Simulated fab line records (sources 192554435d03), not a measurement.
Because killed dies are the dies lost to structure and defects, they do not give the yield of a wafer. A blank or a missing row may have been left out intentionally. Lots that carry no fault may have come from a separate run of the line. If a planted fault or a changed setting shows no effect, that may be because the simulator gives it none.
A lot that was struck, set against a sound lot || flow n5-finfet || 36 steps out of a route of 1938
Sound: these wafers, L715.1, L715.3, L715.4. Struck: wafer L710.3; the same lot's L710.6 was not struck, so it is left out; see the end for the cause.
Each step with rows lists, per side, the tool, then ch with its chambers, then its first start. Under that, the readings that differ: sound wafers || struck wafers || difference of the means || sigmas: that difference in standard deviations of wafers without a fault.
alike: words and numbers the same on both sides, and readings whose means are apart by under 2 such deviations; not compared: readings that were withheld, readings missing a value for some wafer, numbers with overlapping values and no deviation given by the record, and bounds like >300 which may hide the same value.
A row with sigmas, a row that says differs or no value, or rows on one side alone: a step with any of these is where the two part. Numbers that don't overlap but have no deviation are shown without sigmas and don't part them. Lack of a reading on every wafer of one side parts them only where that side has two or more wafers.

first, 9 steps without rows for these wafers: N5_SD_EPI_N_SOFTBAKE_04 (time 60 s); N5_SD_EPI_N_EXPOSE_06 (exposes mask SD N BLK, target cd 120 nm); N5_SD_EPI_N_PEB_07 (peb time 60 s); N5_SD_EPI_N_DEVELOP_08 (develop time 30 s); N5_SD_EPI_N_DESCUM_14 (chemistry O2, time 7.9 s); N5_SD_EPI_N_ETCH_34 (etches SiARC in CF4, target depth 45.5 nm, time 75.8 s); N5_SD_EPI_N_ETCH_35 (etches SOC in N2/H2, overetch 108 nm, time 486 s); N5_SD_EPI_N_STRIP_36 (strips in N2/H2); N5_SD_EPI_N_ETCHBACK_44 (etches SiNx in CH3F/O2, stops on SiO2, target depth 14.5 nm).
N5_SD_EPI_N_ETCH_45: etches SiOCN in CH3F/O2, target depth 6 nm.
  sound on rie-diel-05 ch 0,1,3, day 7 12:49; struck on rie-diel-02 ch 0, day 6 11:19
{"reading": "model.etch.depth-nm (nm)", "sound": "5.811 5.968 5.76", "struck": 1.674, "difference": -4.172, "sigmas": ""}
  alike: drypump-motor-current-A, oes-product-au, rf-vpp-V, showerhead-plenum-p-Torr, throttle-valve-pct
  not compared: rf-hours-counter-h
then, 24 steps without rows for these wafers: N5_SD_EPI_N_ETCH_16 (etches SiO2 in CHF3/O2, target depth 5 nm); N5_SD_EPI_N_STRIP_47 (strips in CHF3/O2); N5_SD_EPI_N_SD_RECESS_17 (chemistry HBr/Cl2/O2, target depth 41 nm, time 23.7 s, bt time 3 s); N5_SD_EPI_N_STRIP_38 (strips in N2/H2); N5_SD_EPI_N_WET_ETCH_43 (etches SiO2 in dHF, time 14 s, target depth 1.5 nm); N5_SD_EPI_N_STRIP_18 (strips in SPM, time 750 s); N5_SD_EPI_N_SRD_20 (time 30 s); N5_SD_EPI_N_PRECLEAN_48 (cleans in NF3:NH3, afs cycles 2, time 20 s, sublimation time 60 s); N5_SD_EPI_N_VAPOR_ETCH_50 (etches Si in HCl, time 54 s); N5_SD_EPI_N_EPI_21 (deposits Si:P, time 690 s); N5_SD_EPI_N_PRECLEAN_24 (cleans in O3/DIW, time 60 s); N5_SD_EPI_N_SRD_25 (time 30 s); N5_SD_EPI_N_PRECLEAN_49 (cleans in NF3:NH3, afs cycles 1, time 20 s, sublimation time 60 s); N5_SD_EPI_N_LINER_46 (material SiNx, target thk 3 nm); N5_SD_EPI_P_COAT_34 (time 60 s, resist thk 350 nm); N5_SD_EPI_P_COAT_35 (time 60 s, resist thk 35 nm); N5_SD_EPI_P_COAT_03 (resist thk 150 nm); N5_SD_EPI_P_EBR_05; N5_SD_EPI_P_SOFTBAKE_04 (time 60 s); N5_SD_EPI_P_EXPOSE_06 (exposes mask SD P BLK, target cd 240 nm); N5_SD_EPI_P_PEB_07 (peb time 60 s); N5_SD_EPI_P_DEVELOP_08 (develop time 30 s); N5_SD_EPI_P_DESCUM_14 (chemistry O2, time 7.9 s); N5_SD_EPI_P_ETCH_36 (etches SiARC in CF4, target depth 45.5 nm, time 75.8 s).
-- record jumps: 5 days separate the struck wafers' starts on either side; left off in module SD_EPI_P, taken up again in module BEOL_M4, whose first shown step is the route's number 1111 --
N5_BEOL_M4_RC_MEAS_101:
  sound on prober-02 ch 0, day 12 05:13; struck on prober-02 ch 0, day 11 02:24
{"reading": "DIBL_N (mV/V)", "sound": "38.8 38.2 39.2", "struck": 35.4, "difference": -3.3, "sigmas": -2}
{"reading": "SS_N (mV/dec)", "sound": "72.3 71.6 73.1", "struck": 70.7, "difference": -1.6, "sigmas": -3}
  alike: DIBL_P, IOFF_N, IOFF_P, ION_N, ION_P, RC_DENSE_N, SS_P, VT_N, VT_P
-- the record jumps here: 4 days lie between the struck wafers' starts before and after (it left off in module BEOL_M4 and takes up again in module PASSIVATION, whose first step shown is number 1936 of the route) --
N5_PASSIVATION_PROBE_49:
  sound on prober-02, day 16 19:05; struck on prober-02, day 15 07:55
{"reading": "killed-at-contacts", "sound": "6 5 16", "struck": 27, "difference": "+18", "sigmas": "+3"}
  alike: defect-limited-yield, killed_at_M0_to_M3, killed_at_M4_up, killed-at-front-end, killed-at-other, killed-dies, killed-open, killed-short, sort_bin_5_function, sort_bin_6_memory, sort-n-pass, sort-yield-pct

## WHERE THEY PART
First at N5_BEOL_M4_RC_MEAS_101; last, within this record, at N5_PASSIVATION_PROBE_49.

WHY: whatever the simulator had introduced
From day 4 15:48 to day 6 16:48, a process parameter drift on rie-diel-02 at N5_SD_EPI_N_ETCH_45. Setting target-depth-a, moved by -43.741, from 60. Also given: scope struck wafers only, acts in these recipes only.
